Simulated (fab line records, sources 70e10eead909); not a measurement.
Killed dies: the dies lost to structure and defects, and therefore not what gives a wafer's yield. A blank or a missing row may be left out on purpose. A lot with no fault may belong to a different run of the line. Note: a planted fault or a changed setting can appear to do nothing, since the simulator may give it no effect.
Comparing a struck lot with a sound one | flow nandHarc | 18 steps out of a route of 1302
Sound: the wafers L279.2, L279.3, L279.6. Wafers struck: L281.2, L281.5, L281.6. The cause comes at the end.
Order at every step that has rows: each side's tool, ch and its chambers, its first start. Under that, the readings that differ: sound wafers | struck wafers | difference of the means | sigmas: that difference in standard deviations of wafers without a fault.
alike: a reading whose means differ by less than 2 such deviations, as well as words and numbers matching on both sides. not compared: withheld readings; readings where some wafer has no value; bounds like >300 that might hide an equal value; numbers whose values overlap and for which the record gives no deviation.
Wherever a step has rows on one side only, a row that says differs or no value, or a row with sigmas, the two part there. Numbers that don't overlap but have no deviation are shown without sigmas and don't part them. A reading missing from all wafers of one side parts the sides only when that side holds two or more wafers.

first, 2 steps without rows for these wafers: NHARC_P_STI_SRD_39; NHARC_P_STI_OXIDE_40 (material SiO2, target thk 10 nm, ox time 1362 s).
NHARC_P_STI_INSPECT_25:
  sound on defectInspect-02, day 4 19:46; struck on defectInspect-01, day 5 12:30
  alike: rawDefectCount
then, 9 steps without rows for these wafers: NHARC_P_GATE_ETCH_69 (etches SiO2 in dHF, target depth 14 nm); NHARC_P_GATE_PRECLEAN_70 (cleans in SC1); NHARC_P_GATE_SRD_01; NHARC_P_GATE_OXIDE_02 (material SiO2, target thk 37.5 nm, ox time 365 s); NHARC_P_GATE_DEHYDRATE_03 (time 120 s); NHARC_P_GATE_HMDS_04 (time 30 s); NHARC_P_GATE_COAT_05; NHARC_P_GATE_SOFTBAKE_06 (time 95 s); NHARC_P_GATE_EBR_07.
NHARC_P_GATE_EXPOSE_08: exposes mask P HV.
  sound on krfScanner-02 ch 0, day 5 07:13; struck on krfScanner-01 ch 0, day 5 20:48
reading | sound                | struck                     | difference | sigmas
mask    | P_HV#0 P_HV#0 P_HV#0 | P_HVPW#0 P_HVPW#0 P_HVPW#0 | differs    | 
then, 2 steps without rows for these wafers: NHARC_P_GATE_PEB_09 (peb time 85 s); NHARC_P_GATE_DEVELOP_10 (time 70 s).
NHARC_P_GATE_CD_MEAS_11: the cd target is 1640 nm.
  sound on cdSem-01 ch 0, day 5 07:22; struck on cdSem-02 ch 0, day 5 20:57
reading   | sound                | struck | difference                    | sigmas
cdNm (nm) | 1638.4 1636.7 1637.3 | - - -  | no value on the struck wafers | 
then, 1 step without rows for these wafers: NHARC_P_GATE_HARDBAKE_12 (time 80 s).
-- record jumps: 20 days between struck wafers' starts before vs after; left off in module P_GATE, resumes in module END, first step shown is number 1302 of the route --
NHARC_END_SORT_01:
  at this point the record logs the struck wafers (prober-02 ch 0, day 26 01:45) and has no rows for the sound ones

== WHERE THEY PART ==
Last at NHARC_END_SORT_01 as far as this record goes, first at NHARC_P_GATE_EXPOSE_08.

WHY: what had been put in by the simulator
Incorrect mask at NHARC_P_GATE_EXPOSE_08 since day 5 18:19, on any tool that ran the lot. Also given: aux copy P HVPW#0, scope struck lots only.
